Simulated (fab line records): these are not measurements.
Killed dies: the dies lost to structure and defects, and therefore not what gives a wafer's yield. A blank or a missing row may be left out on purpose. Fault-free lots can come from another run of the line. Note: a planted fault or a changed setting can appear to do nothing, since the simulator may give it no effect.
The tool behind it: which one? :: flow nandHarc :: 11 lots, 33 wafers sampled, at 7 steps of a route of 1302

== WHAT THE GAUGES READ, wafer by wafer ==
NHARC_A_ONON_D2_THK_MEAS_27: measures by ellipsometry.
lot: L282
measured: day 12 15:51
on: filmMetro-02
thkNm (nm): 1015 1015 1014

lot: L285
measured: day 14 03:22
on: filmMetro-02
thkNm (nm): 1000 1001 999

lot: L286
measured: day 14 16:37
on: filmMetro-01
thkNm (nm): 1003 1004 1003

lot: L287
measured: day 15 02:17
on: filmMetro-01
thkNm (nm): 1011 1011 1012

lot: L291
measured: day 16 12:25
on: filmMetro-01
thkNm (nm): 992 992 992

lot: L290
measured: day 16 12:25
on: filmMetro-02
thkNm (nm): 1011 1010 1010

lot: L292
measured: day 16 22:36
on: filmMetro-01
thkNm (nm): 999 997 997

lot: L293
measured: day 17 12:14
on: filmMetro-01
thkNm (nm): 993 992 994

lot: L299
measured: day 19 20:38
on: filmMetro-02
thkNm (nm): 999 1002 999

lot: L298
measured: day 19 20:40
on: filmMetro-01
thkNm (nm): 993 992 994

lot: L305
measured: day 22 17:43
on: filmMetro-01
thkNm (nm): 999 999 1001

NHARC_A_ONON_D2_THK_MEAS_30: measures by ellipsometry.
lot: L282
measured: day 12 16:25
on: filmMetro-01
thkNm (nm): 1002 1001 1001

lot: L285
measured: day 14 03:55
on: filmMetro-02
thkNm (nm): 1007 1007 1009

lot: L286
measured: day 14 17:11
on: filmMetro-01
thkNm (nm): 1018 1019 1020

lot: L287
measured: day 15 02:51
on: filmMetro-01
thkNm (nm): 992 992 990

lot: L291
measured: day 16 12:59
on: filmMetro-01
thkNm (nm): 991 989 988

lot: L290
measured: day 16 12:59
on: filmMetro-02
thkNm (nm): 986 987 986

lot: L292
measured: day 16 23:10
on: filmMetro-01
thkNm (nm): 985 985 985

lot: L293
measured: day 17 12:49
on: filmMetro-01
thkNm (nm): 998 998 998

lot: L299
measured: day 19 21:13
on: filmMetro-02
thkNm (nm): 998 997 998

lot: L298
measured: day 19 21:13
on: filmMetro-02
thkNm (nm): 987 988 987

lot: L305
measured: day 22 18:17
on: filmMetro-01
thkNm (nm): 993 992 993

NHARC_A_CHANNEL_HOLE_D2_CD_MEAS_31.
lot: L282
measured: day 13 02:34
on: cdSem-02
cdNm (nm): 89.5 88.6 88.3

lot: L285
measured: day 14 21:14
on: cdSem-02
cdNm (nm): 1.0 3.4 0.6

lot: L286
measured: day 15 05:37
on: cdSem-01
cdNm (nm): 0.0 -1.0 0.0

lot: L287
measured: day 15 13:33
on: cdSem-03
cdNm (nm): 0.0 -1.1 0.1

lot: L291
measured: day 16 23:11
on: cdSem-03
cdNm (nm): 89.8 91.0 91.0

lot: L290
measured: day 16 23:29
on: cdSem-03
cdNm (nm): 88.2 89.6 89.8

lot: L292
measured: day 17 17:05
on: cdSem-01
cdNm (nm): 86.7 88.6 89.4

lot: L293
measured: day 17 22:55
on: cdSem-03
cdNm (nm): 90.4 91.4 89.9

lot: L299
measured: day 20 08:23
on: cdSem-01
cdNm (nm): 92.3 90.7 91.8

lot: L298
measured: day 20 11:05
on: cdSem-01
cdNm (nm): 90.3 88.2 91.3

lot: L305
measured: day 23 06:41
on: cdSem-02
cdNm (nm): 90.3 88.2 90.8

NHARC_END_SORT_01.
lot: L285
measured: day 25 02:53
on: prober-01
killedAtArray: 674 674 670
killedAtOther: 0 0 0
killedAtPeriphery: 3 3 7
killedDies: 677 677 677
killedOpen: 8 1 2
killedShort: 4 4 3

lot: L286
measured: day 26 03:07
on: prober-02
killedAtArray: 668 668 669
killedAtOther: 5 4 3
killedAtPeriphery: 4 5 5
killedDies: 677 677 677
killedOpen: 2 5 2
killedShort: 1 3 2

lot: L287
measured: day 26 17:59
on: prober-01
killedAtArray: 675 675 676
killedAtOther: 1 1 0
killedAtPeriphery: 1 1 1
killedDies: 677 677 677
killedOpen: 0 2 3
killedShort: 3 2 1

== TOOL THAT RAN EACH LOT (tool first, then ch and the chambers of the sampled wafers, then the start) ==
lot: L282
NHARC_A_CHANNEL_HOLE_D2_ETCH_38: rieDiel-05 ch 0,2,3, day 12 19:56
NHARC_A_CHANNEL_HOLE_D2_ETCH_25: harEtch-02 ch 0,1, day 12 23:56
NHARC_A_CHANNEL_HOLE_D2_XSEM_32: xsem-02 ch 0, day 13 02:40

lot: L285
NHARC_A_CHANNEL_HOLE_D2_ETCH_38: rieDiel-05 ch 0,1,2, day 14 09:01
NHARC_A_CHANNEL_HOLE_D2_ETCH_25: harEtch-02 ch 0,1, day 14 18:38
NHARC_A_CHANNEL_HOLE_D2_XSEM_32: xsem-01 ch 0, day 14 21:20

lot: L286
NHARC_A_CHANNEL_HOLE_D2_ETCH_38: rieDiel-10 ch 0,3, day 14 21:48
NHARC_A_CHANNEL_HOLE_D2_ETCH_25: harEtch-02 ch 0,1, day 15 03:25
NHARC_A_CHANNEL_HOLE_D2_XSEM_32: xsem-02 ch 0, day 15 05:43

lot: L287
NHARC_A_CHANNEL_HOLE_D2_ETCH_38: rieDiel-07 ch 1,2,3, day 15 06:55
NHARC_A_CHANNEL_HOLE_D2_ETCH_25: harEtch-01 ch 0,1, day 15 11:05
NHARC_A_CHANNEL_HOLE_D2_XSEM_32: xsem-01 ch 0, day 15 13:38

lot: L291
NHARC_A_CHANNEL_HOLE_D2_ETCH_38: rieDiel-10 ch 0,1,2, day 16 16:34
NHARC_A_CHANNEL_HOLE_D2_ETCH_25: harEtch-02 ch 0,1, day 16 20:50
NHARC_A_CHANNEL_HOLE_D2_XSEM_32: xsem-02 ch 0, day 16 23:16

lot: L290
NHARC_A_CHANNEL_HOLE_D2_ETCH_38: rieDiel-05 ch 2,3, day 16 16:43
NHARC_A_CHANNEL_HOLE_D2_ETCH_25: harEtch-01 ch 0,1, day 16 21:08
NHARC_A_CHANNEL_HOLE_D2_XSEM_32: xsem-02 ch 0, day 16 23:34

lot: L292
NHARC_A_CHANNEL_HOLE_D2_ETCH_38: rieDiel-10 ch 0,3, day 17 04:15
NHARC_A_CHANNEL_HOLE_D2_ETCH_25: harEtch-01 ch 0,1, day 17 14:35
NHARC_A_CHANNEL_HOLE_D2_XSEM_32: xsem-01 ch 0, day 17 17:11

lot: L293
NHARC_A_CHANNEL_HOLE_D2_ETCH_38: rieDiel-10 ch 0,1,2, day 17 16:21
NHARC_A_CHANNEL_HOLE_D2_ETCH_25: harEtch-01 ch 0,1, day 17 20:18
NHARC_A_CHANNEL_HOLE_D2_XSEM_32: xsem-01 ch 0, day 17 23:00

lot: L299
NHARC_A_CHANNEL_HOLE_D2_ETCH_38: rieDiel-10 ch 0,1,3, day 20 01:44
NHARC_A_CHANNEL_HOLE_D2_ETCH_25: harEtch-01 ch 0,1, day 20 05:44
NHARC_A_CHANNEL_HOLE_D2_XSEM_32: xsem-01 ch 0, day 20 08:28

lot: L298
NHARC_A_CHANNEL_HOLE_D2_ETCH_38: rieDiel-05 ch 0,1, day 20 03:01
NHARC_A_CHANNEL_HOLE_D2_ETCH_25: harEtch-02 ch 0,1, day 20 08:38
NHARC_A_CHANNEL_HOLE_D2_XSEM_32: xsem-02 ch 0, day 20 11:11

lot: L305
NHARC_A_CHANNEL_HOLE_D2_ETCH_38: rieDiel-07 ch 0,1, day 23 00:03
NHARC_A_CHANNEL_HOLE_D2_ETCH_25: harEtch-01 ch 1, day 23 04:03
NHARC_A_CHANNEL_HOLE_D2_XSEM_32: xsem-02 ch 0, day 23 06:46
- NHARC_A_CHANNEL_HOLE_D2_ETCH_38: etches the open film in CF4, target depth 39 nm, time 65 s.
- NHARC_A_CHANNEL_HOLE_D2_ETCH_25: etches the open film in C4F8/O2/Ar, time 1040.2 s, target depth 1500 nm.
- NHARC_A_CHANNEL_HOLE_D2_XSEM_32

== WHAT THE TOOLS THEMSELVES READ (means of the sampled wafers that have a number; where no wafer has one, the mark that the record gives instead) ==
NHARC_A_CHANNEL_HOLE_D2_ETCH_38.
lot: L282
tool: rieDiel-05
biasW (W): 100.1
cf4FlowSccm (sccm): 149.9
drypumpMotorCurrentA (A): 5.6
oesProductAu (a.u.): 0.994
rfFwdPowerW (W): 296.9
rfVppV (V): 151.0
showerheadPlenumPTorr (Torr): 1.79
throttleValvePct (%): 13.289

lot: L285
tool: rieDiel-05
biasW (W): 99.9
cf4FlowSccm (sccm): 150.4
drypumpMotorCurrentA (A): 5.7
oesProductAu (a.u.): 0.990
rfFwdPowerW (W): 296.7
rfVppV (V): 150.6
showerheadPlenumPTorr (Torr): 1.72
throttleValvePct (%): 13.280

lot: L286
tool: rieDiel-10
biasW (W): 99.8
cf4FlowSccm (sccm): 150.4
drypumpMotorCurrentA (A): 6.2
oesProductAu (a.u.): 1.012
rfFwdPowerW (W): 295.2
rfVppV (V): 152.1
showerheadPlenumPTorr (Torr): 1.83
throttleValvePct (%): 13.277

lot: L287
tool: rieDiel-07
biasW (W): 100.1
cf4FlowSccm (sccm): 150.1
drypumpMotorCurrentA (A): 5.4
oesProductAu (a.u.): 1.007
rfFwdPowerW (W): 297.0
rfVppV (V): 151.5
showerheadPlenumPTorr (Torr): 1.81
throttleValvePct (%): 13.284

lot: L291
tool: rieDiel-10
biasW (W): 99.8
cf4FlowSccm (sccm): 150.4
drypumpMotorCurrentA (A): 5.6
oesProductAu (a.u.): 1.007
rfFwdPowerW (W): 297.2
rfVppV (V): 151.8
showerheadPlenumPTorr (Torr): 1.83
throttleValvePct (%): 13.283

lot: L290
tool: rieDiel-05
biasW (W): 99.9
cf4FlowSccm (sccm): 149.7
drypumpMotorCurrentA (A): 5.4
oesProductAu (a.u.): 0.993
rfFwdPowerW (W): 297.3
rfVppV (V): 152.2
showerheadPlenumPTorr (Torr): 1.83
throttleValvePct (%): 13.278

lot: L292
tool: rieDiel-10
biasW (W): 99.9
cf4FlowSccm (sccm): 150.1
drypumpMotorCurrentA (A): 6.2
oesProductAu (a.u.): 0.995
rfFwdPowerW (W): 296.0
rfVppV (V): 152.1
showerheadPlenumPTorr (Torr): 1.83
throttleValvePct (%): 13.289

lot: L293
tool: rieDiel-10
biasW (W): 100.0
cf4FlowSccm (sccm): 150.4
drypumpMotorCurrentA (A): 5.6
oesProductAu (a.u.): 0.997
rfFwdPowerW (W): 297.4
rfVppV (V): 152.3
showerheadPlenumPTorr (Torr): 1.83
throttleValvePct (%): 13.277

lot: L299
tool: rieDiel-10
biasW (W): 100.0
cf4FlowSccm (sccm): 149.8
drypumpMotorCurrentA (A): 5.7
oesProductAu (a.u.): 0.998
rfFwdPowerW (W): 296.2
rfVppV (V): 151.1
showerheadPlenumPTorr (Torr): 1.81
throttleValvePct (%): 13.287

lot: L298
tool: rieDiel-05
biasW (W): 100.2
cf4FlowSccm (sccm): 150.0
drypumpMotorCurrentA (A): 5.4
oesProductAu (a.u.): 1.001
rfFwdPowerW (W): 298.1
rfVppV (V): 150.0
showerheadPlenumPTorr (Torr): 1.67
throttleValvePct (%): 13.286

lot: L305
tool: rieDiel-07
biasW (W): 100.2
cf4FlowSccm (sccm): 150.2
drypumpMotorCurrentA (A): 5.3
oesProductAu (a.u.): 0.999
rfFwdPowerW (W): 296.4
rfVppV (V): 151.1
showerheadPlenumPTorr (Torr): 1.68
throttleValvePct (%): 13.280

NHARC_A_CHANNEL_HOLE_D2_ETCH_25.
lot: L282
tool: harEtch-02
c4f8FlowSccm (sccm): 94.25
chamberPressureMTorr (mTorr): 20.016
drypumpMotorCurrentA (A): 6.2
showerheadPlenumPTorr (Torr): 3.68
throttleValvePct (%): 32.236

lot: L285
tool: harEtch-02
c4f8FlowSccm (sccm): -
chamberPressureMTorr (mTorr): -
drypumpMotorCurrentA (A): -
showerheadPlenumPTorr (Torr): -
throttleValvePct (%): -

lot: L286
tool: harEtch-02
c4f8FlowSccm (sccm): -
chamberPressureMTorr (mTorr): -
drypumpMotorCurrentA (A): -
showerheadPlenumPTorr (Torr): -
throttleValvePct (%): -

lot: L287
tool: harEtch-01
c4f8FlowSccm (sccm): -
chamberPressureMTorr (mTorr): -
drypumpMotorCurrentA (A): -
showerheadPlenumPTorr (Torr): -
throttleValvePct (%): -

lot: L291
tool: harEtch-02
c4f8FlowSccm (sccm): 93.70
chamberPressureMTorr (mTorr): 19.990
drypumpMotorCurrentA (A): 5.8
showerheadPlenumPTorr (Torr): 3.61
throttleValvePct (%): 32.233

lot: L290
tool: harEtch-01
c4f8FlowSccm (sccm): 93.54
chamberPressureMTorr (mTorr): 19.997
drypumpMotorCurrentA (A): 6.0
showerheadPlenumPTorr (Torr): 3.76
throttleValvePct (%): 32.234

lot: L292
tool: harEtch-01
c4f8FlowSccm (sccm): 93.78
chamberPressureMTorr (mTorr): 19.994
drypumpMotorCurrentA (A): 6.0
showerheadPlenumPTorr (Torr): 3.76
throttleValvePct (%): 32.224

lot: L293
tool: harEtch-01
c4f8FlowSccm (sccm): 93.85
chamberPressureMTorr (mTorr): 19.994
drypumpMotorCurrentA (A): 6.0
showerheadPlenumPTorr (Torr): 3.75
throttleValvePct (%): 32.233

lot: L299
tool: harEtch-01
c4f8FlowSccm (sccm): 93.62
chamberPressureMTorr (mTorr): 19.990
drypumpMotorCurrentA (A): 6.1
showerheadPlenumPTorr (Torr): 3.69
throttleValvePct (%): 32.227

lot: L298
tool: harEtch-02
c4f8FlowSccm (sccm): 93.50
chamberPressureMTorr (mTorr): 19.991
drypumpMotorCurrentA (A): 5.8
showerheadPlenumPTorr (Torr): 3.83
throttleValvePct (%): 32.229

lot: L305
tool: harEtch-01
c4f8FlowSccm (sccm): 93.67
chamberPressureMTorr (mTorr): 20.016
drypumpMotorCurrentA (A): 6.2
showerheadPlenumPTorr (Torr): 3.62
throttleValvePct (%): 32.240

NHARC_A_CHANNEL_HOLE_D2_XSEM_32.
lot: L282
tool: xsem-02
botCdNm (nm): 72.6
bowNm (nm): 8.64
tiltDeg (degrees): 0.02

lot: L285
tool: xsem-01
botCdNm (nm): 1.6
bowNm (nm): 0.17
tiltDeg (degrees): 0.01

lot: L286
tool: xsem-02
botCdNm (nm): 0.0
bowNm (nm): 0.50
tiltDeg (degrees): 0.11

lot: L287
tool: xsem-01
botCdNm (nm): 0.2
bowNm (nm): 0.22
tiltDeg (degrees): 0.05

lot: L291
tool: xsem-02
botCdNm (nm): 74.1
bowNm (nm): 8.94
tiltDeg (degrees): 0.08

lot: L290
tool: xsem-02
botCdNm (nm): 73.7
bowNm (nm): 8.84
tiltDeg (degrees): 0.11

lot: L292
tool: xsem-01
botCdNm (nm): 72.7
bowNm (nm): 8.40
tiltDeg (degrees): 0.06

lot: L293
tool: xsem-01
botCdNm (nm): 75.6
bowNm (nm): 8.76
tiltDeg (degrees): -0.04

lot: L299
tool: xsem-01
botCdNm (nm): 75.3
bowNm (nm): 8.39
tiltDeg (degrees): 0.07

lot: L298
tool: xsem-02
botCdNm (nm): 75.6
bowNm (nm): 8.57
tiltDeg (degrees): 0.09

lot: L305
tool: xsem-02
botCdNm (nm): 73.5
bowNm (nm): 8.39
tiltDeg (degrees): 0.05

== THE ANSWER, worked out from the rows above alone ==
Rule: usual is defined by the lots themselves. Put in order of their means at a reading, lots are off if they are a third of the lots or fewer, leave a main group of 4 or more, and stand apart from it by a gap of 3 or more times the standard deviation of the main group's means; of several such gaps the widest counts. Not used: any main group whose means are identical at the precision the tables above print for the reading. Also off: a lot with no number at a reading for which 4 or more lots have one. Any other lot the step has rows for is counted as sound. Order of review: gauges by route order, followed by the tools' own readings, for which a lot's mean as printed above is used. At the first step where some lot is off, the reading lying furthest off is the one used; lots without a number count as furthest.
Off: L285, L286, L287, at NHARC_A_CHANNEL_HOLE_D2_CD_MEAS_31 (cdNm). The main group has a mean of 89.8 nm with a standard deviation of 1.
If a tool, at a process step before that reading, ran all the lots that are off and no sound lot after the first of them, it fits. The gauges at NHARC_A_CHANNEL_HOLE_D2_CD_MEAS_31 aren't tried: what is off there is off at NHARC_A_CHANNEL_HOLE_D2_ETCH_25 too, on other tools, and a gauge's error can't cause that. None of those tried fits.

== WHAT THE SIMULATOR PUT IN ==
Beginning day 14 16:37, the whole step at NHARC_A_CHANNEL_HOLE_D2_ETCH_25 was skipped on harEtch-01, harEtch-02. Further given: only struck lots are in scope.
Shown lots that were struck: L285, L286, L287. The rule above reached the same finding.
